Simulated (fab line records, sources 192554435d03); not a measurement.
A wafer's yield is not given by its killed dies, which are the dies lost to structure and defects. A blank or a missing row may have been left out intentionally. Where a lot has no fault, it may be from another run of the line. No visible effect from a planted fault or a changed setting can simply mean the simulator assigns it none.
Matching of chambers | flow n5Finfet | 4 sister chambers for N5_BEOL_M6_CMP_52 on cmp-04
The step polishes, stops on SiCOH lowk, t overpolish 6.9 s, target thk 80 nm. 20 wafers are shown with their chamber, then 10 later ones without.

== EACH WAFER AND ITS CHAMBER ==
wafer  | chamber | motorCurrentA (A) | timeToEndpointS (s) | overpolishRunS (s)
L076.1 | 3       | 6.4               | 63                  | 6.899
L076.4 | 2       | 6.4               | 61                  | 6.911
L076.5 | 3       | 6.1               | 65                  | 6.902
L075.2 | 3       | 6.1               | 60                  | 6.909
L075.4 | 2       | 6.7               | 58                  | 6.908
L075.6 | 2       | 6.4               | 60                  | 6.872
L078.1 | 3       | 6.4               | 63                  | 6.908
L078.3 | 1       | 6.3               | 59                  | 6.882
L078.4 | 2       | 6.5               | 62                  | 6.909
L083.2 | 1       | 6.3               | 57                  | 6.907
L083.4 | 2       | 6.6               | 59                  | 6.904
L083.6 | 3       | 6.3               | 60                  | 6.902
L087.1 | 2       | 6.3               | 56                  | 6.884
L087.2 | 3       | 5.9               | 57                  | 6.891
L087.5 | 3       | 5.9               | 57                  | 6.895
L090.3 | 0       | 5.8               | 59                  | 6.908
L090.4 | 1       | 6.3               | 53                  | 6.916
L090.5 | 3       | 6.0               | 58                  | 6.898
L089.2 | 0       | 5.7               | 65                  | 6.908
L089.3 | 2       | 6.3               | 59                  | 6.886

SIGNATURES (averages over the wafers above)
reading         | chamber 0 | chamber 1 | chamber 2 | chamber 3 | scatter within a chamber
motorCurrentA   | 5.750     | 6.300     | 6.457     | 6.138     | 0.166
timeToEndpointS | 62.00     | 56.33     | 59.29     | 60.38     | 2.78
overpolishRunS  | 6.90800   | 6.90167   | 6.89629   | 6.90050   | 0.012
Rule: a wafer's distance from a chamber is the root of the sum, over the readings, of the square of ((its reading less the chamber's mean) divided by the reading's scatter). The wafer belongs to the nearest chamber; if the next one is less than 2 further off, it can't be placed. The scatter is the square root of a quotient: the sum, over the shown wafers, of each reading's squared deviation from its chamber's mean, divided by wafers minus chambers.

== WAFERS WITH NO CHAMBER GIVEN ==
wafer  | motorCurrentA (A) | timeToEndpointS (s) | overpolishRunS (s)
L089.6 | 5.7               | 63                  | 6.901
L092.1 | 6.0               | 61                  | 6.908
L092.2 | 6.2               | 58                  | 6.896
L092.6 | 5.9               | 60                  | 6.891
L091.1 | 6.3               | 62                  | 6.908
L091.2 | 6.0               | 66                  | 6.892
L091.6 | 6.7               | 60                  | 6.902
L094.1 | 5.8               | 64                  | 6.916
L094.2 | 6.6               | 63                  | 6.906
L094.5 | 6.2               | 60                  | 6.896

== WHICH CHAMBER EACH WENT THROUGH ==
wafer  | from the rows above               | in truth
L089.6 | 0                                 | 0
L092.1 | can't be placed: 3 or 0 or 1 or 2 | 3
L092.2 | can't be placed: 1 or 3 or 2      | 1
L092.6 | can't be placed: 3 or 0 or 1 or 2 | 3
L091.1 | can't be placed: 3 or 2 or 1      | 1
L091.2 | can't be placed: 3 or 0 or 2 or 1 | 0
L091.6 | can't be placed: 2 or 1 or 3      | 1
L094.1 | can't be placed: 0 or 3           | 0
L094.2 | can't be placed: 2 or 3 or 1      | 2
L094.5 | can't be placed: 3 or 1 or 2      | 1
1 of 10 placed correctly. From these rows, 9 cannot be placed; in 9 the true chamber is one of the candidates. Placed wrongly: 0.
